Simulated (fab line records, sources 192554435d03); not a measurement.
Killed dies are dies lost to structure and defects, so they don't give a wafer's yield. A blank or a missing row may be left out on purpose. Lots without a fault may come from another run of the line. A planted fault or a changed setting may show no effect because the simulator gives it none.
Which tool did it? | flow n5_finfet | 23 lots, 69 wafers sampled, at 3 steps of a route of 1938

WHAT THE GAUGES READ, wafer by wafer
N5_BEOL_M4_INSPECT_59: inspects for defects (darkfield). Usual: raw_defect_count 79, standard deviation 27.
lot  | measured     | on                | raw_defect_count | flag
L074 | day 8 07:13  | defect_inspect-01 | 60 82 71         |
L075 | day 8 07:20  | defect_inspect-01 | 80 47 50         |
L077 | day 8 12:52  | defect_inspect-01 | 99 77 89         |
L076 | day 8 18:01  | defect_inspect-01 | 129 71 82        |
L078 | day 9 08:44  | defect_inspect-02 | 58 36 46         |
L079 | day 9 10:49  | defect_inspect-02 | 63 101 107       |
L080 | day 9 18:09  | defect_inspect-01 | 77 103 73        |
L081 | day 9 23:04  | defect_inspect-01 | 51 106 106       |
L082 | day 10 11:59 | defect_inspect-01 | 56 123 84        |
L083 | day 10 17:29 | defect_inspect-02 | 78 70 141        |
L084 | day 10 18:56 | defect_inspect-01 | 77 56 81         |
L085 | day 11 06:02 | defect_inspect-02 | 42 36 42         |
L086 | day 11 10:44 | defect_inspect-02 | 88 102 71        |
L088 | day 11 13:49 | defect_inspect-02 | 58 71 47         |
L087 | day 11 15:31 | defect_inspect-02 | 105 118 133      |
L089 | day 11 19:38 | defect_inspect-01 | 84 57 42         |
L090 | day 12 10:37 | defect_inspect-02 | 55 110 82        |
L092 | day 12 16:49 | defect_inspect-02 | 84 63 83         |
L093 | day 12 20:07 | defect_inspect-02 | 121 123 94       |
L094 | day 13 07:01 | defect_inspect-02 | 70 89 49         |
L095 | day 13 12:43 | defect_inspect-02 | 60 77 45         |
L097 | day 13 22:01 | defect_inspect-02 | 85 160 78        |
L091 | day 14 08:08 | defect_inspect-01 | 85 95 84         |

WHICH TOOL RAN EACH LOT (tool, then ch and the chambers of the sampled wafers, then the start)
lot  | N5_BEOL_M4_STRIP_97                           | N5_BEOL_M4_ANNEAL_95
L074 | rie_diel-04 ch 0,1,2, day 8 06:01 or earlier  | pvd_sputter-03, day 8 06:01
L075 | rie_diel-01 ch 1,2,3, day 8 06:07 or earlier  | pvd_sputter-01, day 8 06:07
L077 | rie_diel-02 ch 2,3, day 8 11:40 or earlier    | pvd_sputter-01, day 8 11:40
L076 | rie_diel-01 ch 0,2,3, day 8 16:47 or earlier  | pvd_sputter-03, day 8 16:47
L078 | rie_diel-04 ch 1,2, day 9 07:31 or earlier    | pvd_sputter-01, day 9 07:31
L079 | rie_diel-02 ch 1,2,3, day 9 09:35 or earlier  | pvd_sputter-02, day 9 09:35
L080 | rie_diel-02 ch 0,1,2, day 9 16:56 or earlier  | pvd_sputter-02, day 9 16:56
L081 | rie_diel-04 ch 0,1,3, day 9 21:50 or earlier  | pvd_sputter-01, day 9 21:50
L082 | rie_diel-02 ch 1,2,3, day 10 09:47 or earlier | pvd_sputter-01, day 10 09:47
L083 | rie_diel-02 ch 0,2,3, day 10 16:17 or earlier | pvd_sputter-01, day 10 16:17
L084 | rie_diel-01 ch 0,1, day 10 17:37 or earlier   | pvd_sputter-03, day 10 17:37
L085 | rie_diel-04 ch 0,1,3, day 11 04:49 or earlier | pvd_sputter-01, day 11 04:49
L086 | rie_diel-02 ch 0,1, day 11 09:31 or earlier   | pvd_sputter-02, day 11 09:31
L088 | rie_diel-01 ch 1,2, day 11 12:31 or earlier   | pvd_sputter-02, day 11 12:31
L087 | rie_diel-04 ch 0,1,2, day 11 14:19 or earlier | pvd_sputter-01, day 11 14:19
L089 | rie_diel-01 ch 0,2, day 11 17:53 or earlier   | pvd_sputter-01, day 11 17:53
L090 | rie_diel-02 ch 0,1, day 12 09:24 or earlier   | pvd_sputter-03, day 12 09:24
L092 | rie_diel-04 ch 0,1, day 12 15:33 or earlier   | pvd_sputter-03, day 12 15:33
L093 | rie_diel-02 ch 0,3, day 12 18:49 or earlier   | pvd_sputter-03, day 12 18:49
L094 | rie_diel-02 ch 0,3, day 13 05:47 or earlier   | pvd_sputter-03, day 13 05:47
L095 | rie_diel-02 ch 0,1,2, day 13 11:30 or earlier | pvd_sputter-01, day 13 11:30
L097 | rie_diel-01 ch 2,3, day 13 20:47 or earlier   | pvd_sputter-01, day 13 20:47
L091 | rie_diel-04 ch 1,2,3, day 14 06:36 or earlier | pvd_sputter-01, day 14 06:36
- N5_BEOL_M4_STRIP_97: strips in N2/H2, time 10 s.
- N5_BEOL_M4_ANNEAL_95: time 240 s.

WHAT THE TOOLS THEMSELVES READ (means of the sampled wafers that have a number; where no wafer has one, the mark that the record gives instead)
N5_BEOL_M4_STRIP_97. Usual: drypump_motor_current_A 5.9 A, standard deviation 0.45; oes_product_au 0.77 a.u., standard deviation 0.069; rf_vpp_V 59.2 V, standard deviation 0.97; showerhead_plenum_p_Torr 2.54 Torr, standard deviation 0.056; throttle_valve_pct 23.64 %, standard deviation 0.29.
lot  | tool        | drypump_motor_current_A (A) | oes_product_au (a.u.) | rf_vpp_V (V) | showerhead_plenum_p_Torr (Torr) | throttle_valve_pct (%) | flag
L074 | rie_diel-04 | 5.6                         | 0.78                  | 59.7         | 2.55                            | 23.63                  |
L075 | rie_diel-01 | 6.2                         | 0.78                  | 59.9         | 2.55                            | 23.85                  |
L077 | rie_diel-02 | 5.7                         | 0.72                  | 58.6         | 2.55                            | 23.53                  |
L076 | rie_diel-01 | 6.1                         | 0.74                  | 59.9         | 2.49                            | 23.76                  |
L078 | rie_diel-04 | 5.7                         | 0.80                  | 58.4         | 2.56                            | 23.73                  |
L079 | rie_diel-02 | 5.9                         | 0.74                  | 59.4         | 2.55                            | 23.59                  |
L080 | rie_diel-02 | 6.2                         | 0.80                  | 59.2         | 2.58                            | 23.58                  |
L081 | rie_diel-04 | 5.5                         | 0.84                  | 59.0         | 2.56                            | 23.62                  |
L082 | rie_diel-02 | 5.9                         | 0.73                  | 59.3         | 2.55                            | 23.60                  |
L083 | rie_diel-02 | 6.0                         | 0.78                  | 59.6         | 2.58                            | 23.55                  |
L084 | rie_diel-01 | 6.1                         | 0.79                  | 59.3         | 2.52                            | 23.93                  |
L085 | rie_diel-04 | 5.5                         | 0.80                  | 59.9         | 2.55                            | 23.62                  |
L086 | rie_diel-02 | 6.1                         | 0.82                  | 59.1         | 2.56                            | 23.38                  |
L088 | rie_diel-01 | 5.8                         | 0.77                  | 58.7         | 2.49                            | 24.04                  |
L087 | rie_diel-04 | 5.6                         | 0.75                  | 59.2         | 2.54                            | 23.66                  |
L089 | rie_diel-01 | 5.8                         | 0.73                  | 59.4         | 2.43                            | 23.87                  |
L090 | rie_diel-02 | 6.1                         | 0.82                  | 60.1         | 2.56                            | 23.39                  |
L092 | rie_diel-04 | 5.4                         | 0.71                  | 58.8         | 2.52                            | 23.73                  |
L093 | rie_diel-02 | 5.9                         | 0.80                  | 60.2         | 2.55                            | 23.34                  |
L094 | rie_diel-02 | 5.5                         | 0.74                  | 58.3         | 2.53                            | 23.34                  |
L095 | rie_diel-02 | 6.2                         | 0.77                  | 59.0         | 2.57                            | 23.63                  |
L097 | rie_diel-01 | 6.0                         | 0.81                  | 58.8         | 2.49                            | 23.82                  |
L091 | rie_diel-04 | 5.7                         | 0.80                  | 58.7         | 2.55                            | 23.59                  |

N5_BEOL_M4_ANNEAL_95. Usual: heater_power_w 809 W, standard deviation 88.
lot  | tool           | heater_power_w (W) | flag
L074 | pvd_sputter-03 | 755                |
L075 | pvd_sputter-01 | 822                |
L077 | pvd_sputter-01 | 836                |
L076 | pvd_sputter-03 | 769                |
L078 | pvd_sputter-01 | 828                |
L079 | pvd_sputter-02 | 862                |
L080 | pvd_sputter-02 | 771                |
L081 | pvd_sputter-01 | 836                |
L082 | pvd_sputter-01 | 750                |
L083 | pvd_sputter-01 | 745                |
L084 | pvd_sputter-03 | 826                |
L085 | pvd_sputter-01 | 826                |
L086 | pvd_sputter-02 | 753                |
L088 | pvd_sputter-02 | 762                |
L087 | pvd_sputter-01 | 850                |
L089 | pvd_sputter-01 | 815                |
L090 | pvd_sputter-03 | 781                |
L092 | pvd_sputter-03 | 810                |
L093 | pvd_sputter-03 | 786                |
L094 | pvd_sputter-03 | 773                |
L095 | pvd_sputter-01 | 781                |
L097 | pvd_sputter-01 | 875                |
L091 | pvd_sputter-01 | 833                |

THE ANSWER, worked out from the rows above alone
Rule: a lot is off if the mean of its wafers that have a number lies more than 3 standard deviations from the usual mean. A lot without any number at a reading at which 4 lots or more have one is off too. The other lots that the step has rows for count as sound. The gauges are gone through in route order, then the tools' own readings, and for those a lot's mean is taken as printed above. The first step at which some lot is off is used, and at that step the reading that is off furthest; a lot without a number counts as furthest.
No lot is off at any reading shown: from this, nothing can be told.

WHAT THE SIMULATOR HAD PUT IN
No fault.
